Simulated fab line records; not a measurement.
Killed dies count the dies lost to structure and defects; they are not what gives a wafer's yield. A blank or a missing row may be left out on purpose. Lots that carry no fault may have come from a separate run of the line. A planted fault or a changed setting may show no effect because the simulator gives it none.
Which of the tools did it? :: flow n5_finfet :: 12 lots with 31 wafers sampled at 3 steps, on a route of 1938 steps

== WHAT EACH GAUGE READ, for each wafer ==
N5_BEOL_M13_RS_MEAS_54: uses a four-point probe to measure. Usual: M13_RS 0.0453 ohm/sq, standard deviation 0.00079.
lot: L824
measured: day 12 00:49
on: film_metro-02
M13_RS (ohm/sq): 0.0444 0.0449 0.0446
flag: 

lot: L826
measured: day 12 11:14
on: film_metro-02
M13_RS (ohm/sq): 0.0445 0.0454
flag: 

lot: L828
measured: day 13 03:59
on: film_metro-01
M13_RS (ohm/sq): 0.0461 0.0450
flag: 

lot: L827
measured: day 13 08:06
on: film_metro-01
M13_RS (ohm/sq): 0.0450 0.0452
flag: 

lot: L829
measured: day 13 08:05
on: film_metro-01
M13_RS (ohm/sq): 0.0454 0.0461
flag: 

lot: L830
measured: day 14 00:51
on: film_metro-02
M13_RS (ohm/sq): 0.0452 0.0459 0.0451
flag: 

lot: L834
measured: day 14 07:12
on: film_metro-02
M13_RS (ohm/sq): 0.0447 0.0451
flag: 

lot: L838
measured: day 16 02:37
on: film_metro-01
M13_RS (ohm/sq): 0.0469 0.0467 0.0468
flag: 

lot: L839
measured: day 16 09:31
on: film_metro-01
M13_RS (ohm/sq): 0.0465 0.0464 0.0441
flag: 

lot: L840
measured: day 17 02:46
on: film_metro-02
M13_RS (ohm/sq): 0.0440 0.0470 0.0457
flag: 

lot: L845
measured: day 17 23:34
on: film_metro-02
M13_RS (ohm/sq): 0.0454 0.0451 0.0452
flag: 

lot: L844
measured: day 17 23:44
on: film_metro-02
M13_RS (ohm/sq): 0.0463 0.0433 0.0448
flag: 

== WHICH TOOL RAN EACH LOT (tool, then ch and the chambers of the sampled wafers, then the start) ==
lot: L824
N5_BEOL_M13_ETCH_38: rie_diel-05 ch 0,1,3, day 11 22:01
N5_BEOL_M13_SPUTTER_45: pvd_sputter-03, day 11 22:59

lot: L826
N5_BEOL_M13_ETCH_38: rie_diel-05 ch 1,3, day 12 09:35
N5_BEOL_M13_SPUTTER_45: pvd_sputter-02, day 12 10:13

lot: L828
N5_BEOL_M13_ETCH_38: rie_diel-06 ch 0,2, day 13 02:32
N5_BEOL_M13_SPUTTER_45: pvd_sputter-03, day 13 02:59

lot: L827
N5_BEOL_M13_ETCH_38: rie_diel-03 ch 0,2, day 13 06:19
N5_BEOL_M13_SPUTTER_45: pvd_sputter-03, day 13 07:04

lot: L829
N5_BEOL_M13_ETCH_38: rie_diel-03 ch 2,3, day 13 06:30
N5_BEOL_M13_SPUTTER_45: pvd_sputter-02, day 13 07:05

lot: L830
N5_BEOL_M13_ETCH_38: rie_diel-05 ch 0,1,2, day 13 22:41
N5_BEOL_M13_SPUTTER_45: pvd_sputter-03, day 13 23:23

lot: L834
N5_BEOL_M13_ETCH_38: rie_diel-03 ch 0,2, day 14 02:46
N5_BEOL_M13_SPUTTER_45: pvd_sputter-03, day 14 03:45

lot: L838
N5_BEOL_M13_ETCH_38: rie_diel-06 ch 0,1,3, day 15 22:56
N5_BEOL_M13_SPUTTER_45: pvd_sputter-01, day 15 23:35

lot: L839
N5_BEOL_M13_ETCH_38: rie_diel-05 ch 0,1,2, day 16 05:29
N5_BEOL_M13_SPUTTER_45: pvd_sputter-02, day 16 06:05

lot: L840
N5_BEOL_M13_ETCH_38: rie_diel-03 ch 0,2,3, day 16 23:19
N5_BEOL_M13_SPUTTER_45: pvd_sputter-02, day 17 00:04

lot: L845
N5_BEOL_M13_ETCH_38: rie_diel-05 ch 0,3, day 17 21:56
N5_BEOL_M13_SPUTTER_45: pvd_sputter-01, day 17 22:32

lot: L844
N5_BEOL_M13_ETCH_38: rie_diel-05 ch 1,2,3, day 17 22:09
N5_BEOL_M13_SPUTTER_45: pvd_sputter-03, day 17 22:43
- N5_BEOL_M13_ETCH_38: etches SiCN in CF4/N2, target depth 67.5 nm, time 71.9 s.
- N5_BEOL_M13_SPUTTER_45: material Cu, target thk 80 nm, time 13.33 s.

== WHAT THE TOOLS THEMSELVES READ (means of the sampled wafers that have a number; where no wafer has one, the mark that the record gives instead) ==
N5_BEOL_M13_ETCH_38. Usual: drypump_motor_current_A 5.8 A, standard deviation 0.3; oes_product_au 0.78 a.u., standard deviation 0.077; rf_vpp_V 381.7 V, standard deviation 1.9; showerhead_plenum_p_Torr 2.19 Torr, standard deviation 0.078; throttle_valve_pct 15.53 %, standard deviation 0.21.
lot: L824
tool: rie_diel-05
drypump_motor_current_A (A): 5.8
oes_product_au (a.u.): 0.81
rf_vpp_V (V): 384.0
showerhead_plenum_p_Torr (Torr): 2.26
throttle_valve_pct (%): 15.62
flag: 

lot: L826
tool: rie_diel-05
drypump_motor_current_A (A): 5.9
oes_product_au (a.u.): 0.76
rf_vpp_V (V): 382.7
showerhead_plenum_p_Torr (Torr): 2.26
throttle_valve_pct (%): 15.57
flag: 

lot: L828
tool: rie_diel-06
drypump_motor_current_A (A): 5.4
oes_product_au (a.u.): 0.88
rf_vpp_V (V): 382.8
showerhead_plenum_p_Torr (Torr): 2.25
throttle_valve_pct (%): 15.28
flag: 

lot: L827
tool: rie_diel-03
drypump_motor_current_A (A): 6.2
oes_product_au (a.u.): 0.77
rf_vpp_V (V): 380.2
showerhead_plenum_p_Torr (Torr): 2.12
throttle_valve_pct (%): 15.41
flag: 

lot: L829
tool: rie_diel-03
drypump_motor_current_A (A): 5.9
oes_product_au (a.u.): 0.71
rf_vpp_V (V): 378.9
showerhead_plenum_p_Torr (Torr): 2.10
throttle_valve_pct (%): 15.66
flag: 

lot: L830
tool: rie_diel-05
drypump_motor_current_A (A): 5.5
oes_product_au (a.u.): 0.76
rf_vpp_V (V): 382.1
showerhead_plenum_p_Torr (Torr): 2.24
throttle_valve_pct (%): 15.64
flag: 

lot: L834
tool: rie_diel-03
drypump_motor_current_A (A): 6.2
oes_product_au (a.u.): 0.75
rf_vpp_V (V): 380.6
showerhead_plenum_p_Torr (Torr): 2.12
throttle_valve_pct (%): 15.43
flag: 

lot: L838
tool: rie_diel-06
drypump_motor_current_A (A): 5.7
oes_product_au (a.u.): 0.76
rf_vpp_V (V): 380.6
showerhead_plenum_p_Torr (Torr): 2.11
throttle_valve_pct (%): 15.39
flag: 

lot: L839
tool: rie_diel-05
drypump_motor_current_A (A): 5.5
oes_product_au (a.u.): 0.75
rf_vpp_V (V): 383.1
showerhead_plenum_p_Torr (Torr): 2.23
throttle_valve_pct (%): 15.67
flag: 

lot: L840
tool: rie_diel-03
drypump_motor_current_A (A): 6.1
oes_product_au (a.u.): 0.84
rf_vpp_V (V): 380.9
showerhead_plenum_p_Torr (Torr): 2.20
throttle_valve_pct (%): 15.39
flag: 

lot: L845
tool: rie_diel-05
drypump_motor_current_A (A): 5.8
oes_product_au (a.u.): 0.78
rf_vpp_V (V): 382.5
showerhead_plenum_p_Torr (Torr): 2.23
throttle_valve_pct (%): 15.76
flag: 

lot: L844
tool: rie_diel-05
drypump_motor_current_A (A): 5.7
oes_product_au (a.u.): 0.79
rf_vpp_V (V): 382.7
showerhead_plenum_p_Torr (Torr): 2.23
throttle_valve_pct (%): 15.54
flag: 

N5_BEOL_M13_SPUTTER_45. Usual: chuck_gas_flow_sccm 1.26 sccm, standard deviation 0.055; throttle_valve_pct 30.2 %, standard deviation 0.81.
lot: L824
tool: pvd_sputter-03
chuck_gas_flow_sccm (sccm): 1.25
throttle_valve_pct (%): 30.4
flag: 

lot: L826
tool: pvd_sputter-02
chuck_gas_flow_sccm (sccm): 1.21
throttle_valve_pct (%): 29.8
flag: 

lot: L828
tool: pvd_sputter-03
chuck_gas_flow_sccm (sccm): 1.31
throttle_valve_pct (%): 30.5
flag: 

lot: L827
tool: pvd_sputter-03
chuck_gas_flow_sccm (sccm): 1.33
throttle_valve_pct (%): 30.3
flag: 

lot: L829
tool: pvd_sputter-02
chuck_gas_flow_sccm (sccm): 1.23
throttle_valve_pct (%): 30.7
flag: 

lot: L830
tool: pvd_sputter-03
chuck_gas_flow_sccm (sccm): 1.24
throttle_valve_pct (%): 30.6
flag: 

lot: L834
tool: pvd_sputter-03
chuck_gas_flow_sccm (sccm): 1.27
throttle_valve_pct (%): 30.4
flag: 

lot: L838
tool: pvd_sputter-01
chuck_gas_flow_sccm (sccm): 1.26
throttle_valve_pct (%): 29.8
flag: 

lot: L839
tool: pvd_sputter-02
chuck_gas_flow_sccm (sccm): 1.22
throttle_valve_pct (%): 29.0
flag: 

lot: L840
tool: pvd_sputter-02
chuck_gas_flow_sccm (sccm): 1.26
throttle_valve_pct (%): 30.5
flag: 

lot: L845
tool: pvd_sputter-01
chuck_gas_flow_sccm (sccm): 1.24
throttle_valve_pct (%): 30.1
flag: 

lot: L844
tool: pvd_sputter-03
chuck_gas_flow_sccm (sccm): 1.28
throttle_valve_pct (%): 30.3
flag: 

== THE ANSWER, worked out from the rows above alone ==
Rule: a lot is off if the mean of its wafers that have a number lies more than 3 standard deviations from the usual mean. A lot without any number at a reading at which 4 lots or more have one is off too. All remaining lots with rows at the step are treated as sound. The gauges are gone through in route order, then the tools' own readings, and for those a lot's mean is taken as printed above. The first step at which some lot is off is used, and at that step the reading that is off furthest; a lot without a number counts as furthest.
None of the lots is off at any reading shown; this tells nothing.

== WHAT THE SIMULATOR HAD PUT IN ==
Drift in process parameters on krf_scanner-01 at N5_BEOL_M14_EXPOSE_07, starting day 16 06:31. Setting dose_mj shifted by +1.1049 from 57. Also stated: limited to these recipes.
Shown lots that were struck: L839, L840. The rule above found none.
